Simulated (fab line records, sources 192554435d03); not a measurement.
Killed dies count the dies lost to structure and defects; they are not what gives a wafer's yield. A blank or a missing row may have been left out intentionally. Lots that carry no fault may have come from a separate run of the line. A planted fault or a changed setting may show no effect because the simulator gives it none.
A struck lot beside a sound one -- flow n5-finfet -- 17 steps out of a route of 1938
Sound: the wafers L726.1, L726.2, L726.3. Struck: wafer L739.2 (left out: L739.3, a lot-mate that was not struck); the cause follows at the end.
Each step with rows lists, per side, the tool, then ch with its chambers, then its first start. Under that, the readings that differ: sound wafers -- struck wafers -- difference of the means -- sigmas: that difference in standard deviations of wafers without a fault.
alike: same words and numbers on both sides, and readings whose means sit less than 2 such deviations apart. not compared: any withheld reading, any reading some wafer has no value for, any bound like >300 that may hide the same value, and any number with overlapping values for which the record gives no deviation.
Wherever a step has rows on one side only, a row that says differs or no value, or a row with sigmas, the two part there. Numbers that don't overlap but have no deviation are shown without sigmas and don't part them. A reading that every wafer of one side lacks parts them only if that side has two wafers or more.

first, 4 steps without rows for these wafers: N5_BEOL_M10_HM_STRIP_39 (strips TiN in peroxide tin strip, target depth 25 nm, time 158 s); N5_BEOL_M10_SRD_40 (time 30 s); N5_BEOL_M10_PRECLEAN_42 (cleans in residue remover, time 60 s); N5_BEOL_M10_SRD_43 (time 30 s).
N5_BEOL_M10_CD_MEAS_35: target cd 70 nm.
  struck on cd-sem-02, day 15 05:12; sound on cd-sem-03, day 12 01:59
  alike: cd-nm
then, 1 step without rows for these wafers: N5_BEOL_M10_CURE_72 (cures SiCOH lowk, time 120 s).
N5_BEOL_M10_DEGAS_44: time 60 s.
  struck on pvd-sputter-03, day 15 05:57; sound on pvd-sputter-02, day 12 02:28
  alike: heater-power-w, susceptor-temp-C
N5_BEOL_M10_PRE_CLEAN_45: time 30 s.
  struck on pvd-sputter-03, day 15 05:59; sound on pvd-sputter-02, day 12 02:31
  alike: heater-power-w, susceptor-temp-C
N5_BEOL_M10_ALD_74: deposits TaN, target thk 2 nm, pulse time 2 s, purge time 3 s.
  sound on ald-metal-02 ch 1,2,3, day 12 02:34; struck on ald-metal-02 ch 3, day 15 06:17
  alike: heater-power-w, precursor-vessel-temp-c, susceptor-temp-C
N5_BEOL_M10_SURFACE_TREAT_76:
  struck on pvd-sputter-01, day 15 07:23; sound on pvd-sputter-02, day 12 02:56
  not compared: throttle-valve-pct
then, 1 step without rows for these wafers: N5_BEOL_M10_CVD_75 (deposits Co from CCTBA/H2, target thk 2 nm, time 138.9 s).
N5_BEOL_M10_SPUTTER_48: material Cu, target thk 12 nm, time 2 s.
  struck on pvd-sputter-02, day 15 07:42; sound on pvd-sputter-02, day 12 03:11
reading,sound,struck,difference,sigmas
chuck-gas-flow-sccm (sccm),1.24 1.32 1.34,1.43,+0.13,+2
  alike: bias-v, chamber-pressure-pa, susceptor-temp-C, throttle-valve-pct
N5_BEOL_M10_ECD_50: material Cu, target thk 318 nm.
  sound on ecd-cu-02 ch 0,1, day 12 03:19; struck on ecd-cu-02 ch 0, day 15 07:49
reading,sound,struck,difference,sigmas
model.Cu_of_BEOL_M10_ECD_50.thk-nm (nm),314.2 316.8 317,545.6,+229.6,
then, 1 step without rows for these wafers: N5_BEOL_M10_ANNEAL_51 (time 90 s).
N5_BEOL_M10_CMP_52: polishes, stops on SiCOH lowk, t overpolish 7 s, target thk 140 nm.
  sound on cmp-01 ch 0,2,3, day 12 03:43; struck on cmp-02 ch 3, day 15 08:16
reading,sound,struck,difference,sigmas
time-to-endpoint-s (s),63 61 63,125,+63,+14
  alike: motor-current-A
N5_BEOL_M10_THK_MEAS_53: measures by xrf.
  struck on film-metro-02, day 15 08:33; sound on film-metro-02, day 12 04:01
reading,sound,struck,difference,sigmas
M10_THK (nm),138 140 144,153,+12,+3
N5_PASSIVATION_PROBE_49:
  only the struck wafers here have rows in the record (prober-02, day 17 07:06); the sound ones have none

== WHERE THEY PART ==
Earliest at N5_BEOL_M10_SPUTTER_48; latest, in this record, at N5_PASSIVATION_PROBE_49.

WHY: the cause the simulator had injected
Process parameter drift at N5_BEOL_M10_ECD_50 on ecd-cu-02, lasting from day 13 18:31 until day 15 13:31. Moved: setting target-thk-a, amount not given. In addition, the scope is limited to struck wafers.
